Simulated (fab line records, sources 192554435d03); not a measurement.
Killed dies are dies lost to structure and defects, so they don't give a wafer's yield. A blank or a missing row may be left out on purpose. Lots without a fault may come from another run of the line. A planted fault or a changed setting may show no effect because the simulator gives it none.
A struck lot beside a sound one | flow n5_finfet | 15 steps out of a route of 1938
Sound: wafers L416.2, L416.4, L416.6. Struck: wafers L428.3, L428.4, L428.6. The cause comes at the end.
At each step with rows: each side's tool, then ch and its chambers, then its first start. Under that, the readings that differ: sound wafers | struck wafers | difference of the means | sigmas: that difference in standard deviations of wafers without a fault.
alike: readings whose means differ by less than 2 such deviations, and words and numbers that are the same on both sides. not compared: withheld readings, readings that some wafer has no value for, bounds like >300 that may hide the same value, and numbers for which the record gives no deviation and whose values overlap.
The two part at a step that has a row with sigmas, a row that says differs or no value, or rows on one side only. Numbers that don't overlap but have no deviation are shown without sigmas and don't part them. A reading that every wafer of one side lacks parts them only if that side has two wafers or more.

first, 1 step without rows for these wafers: N5_BEOL_M8_TRENCH_ETCH_37 (etches SiCOH lowk in C4F6/O2, target depth 93.478 nm, time 31.2 s).
N5_BEOL_M8_ETCH_41: etches SiCN in CH3F/O2, target depth 31.9 nm, time 57.8 s.
  sound on rie_diel-06 ch 1,3; struck on rie_diel-06 ch 2,3
  alike: drypump_motor_current_A, oes_product_au, rf_vpp_V, showerhead_plenum_p_Torr, throttle_valve_pct
  not compared: rf_hours_counter_h
N5_BEOL_M8_STRIP_80: strips in N2/H2, time 10 s.
  sound on rie_diel-06 ch 1,3; struck on rie_diel-06 ch 2,3
  alike: drypump_motor_current_A, oes_product_au, rf_vpp_V, showerhead_plenum_p_Torr, throttle_valve_pct
  not compared: rf_hours_counter_h
N5_BEOL_M8_OCD_MEAS_38:
  sound on ocd-02, day 11 17:44; struck on ocd-01, day 14 08:06
  alike: trench_depth_nm
then, 4 steps without rows for these wafers: N5_BEOL_M8_HM_STRIP_39 (strips TiN in peroxide tin strip, target depth 25 nm, time 158 s); N5_BEOL_M8_SRD_40 (time 30 s); N5_BEOL_M8_PRECLEAN_42 (cleans in residue remover, time 60 s); N5_BEOL_M8_SRD_43 (time 30 s).
N5_BEOL_M8_CD_MEAS_35: target cd 40 nm.
  sound on cd_sem-02, day 11 17:53; struck on cd_sem-02, day 14 08:16
  alike: cd_nm
N5_BEOL_M8_CURE_75: cures SiCOH lowk, time 120 s.
  sound on uv_cure-02 ch 2, day 11 17:58; struck on uv_cure-02 ch 0, day 14 08:23
  alike: lamp_power_pct, wafer_temp_C_max
N5_BEOL_M8_DEGAS_44: time 60 s.
  sound on pvd_sputter-02, day 11 18:19; struck on pvd_sputter-02, day 14 09:02
  alike: heater_power_w
then, 1 step without rows for these wafers: N5_BEOL_M8_PRE_CLEAN_45 (time 30 s).
N5_BEOL_M8_ALD_77: deposits TaN, target thk 2 nm, pulse time 2 s, purge time 3 s.
  sound on ald_metal-01 ch 0,2, day 11 18:25; struck on ald_metal-03 ch 0,1,2, day 14 09:09
  reading                                 | sound    | struck      | difference | sigmas
  ald_cycles                              | 40 40 40 | 53 53 53    | +13        |
  model.TaN_of_BEOL_M8_ALD_77.thk_nm (nm) | 2 2 2    | 2.6 2.6 2.6 | +0.6       |
  alike: heater_power_w, precursor_vessel_pressure_torr
N5_BEOL_M8_SURFACE_TREAT_79:
  sound on pvd_sputter-01, day 11 18:43; struck on pvd_sputter-01, day 14 09:31
  not compared: throttle_valve_pct
N5_PASSIVATION_PROBE_49:
  the record has rows for the sound wafers here (prober-01, day 14 15:13) and none for the struck ones

WHERE THEY PART
Only at N5_PASSIVATION_PROBE_49, within this record.

WHY: what the simulator had put in
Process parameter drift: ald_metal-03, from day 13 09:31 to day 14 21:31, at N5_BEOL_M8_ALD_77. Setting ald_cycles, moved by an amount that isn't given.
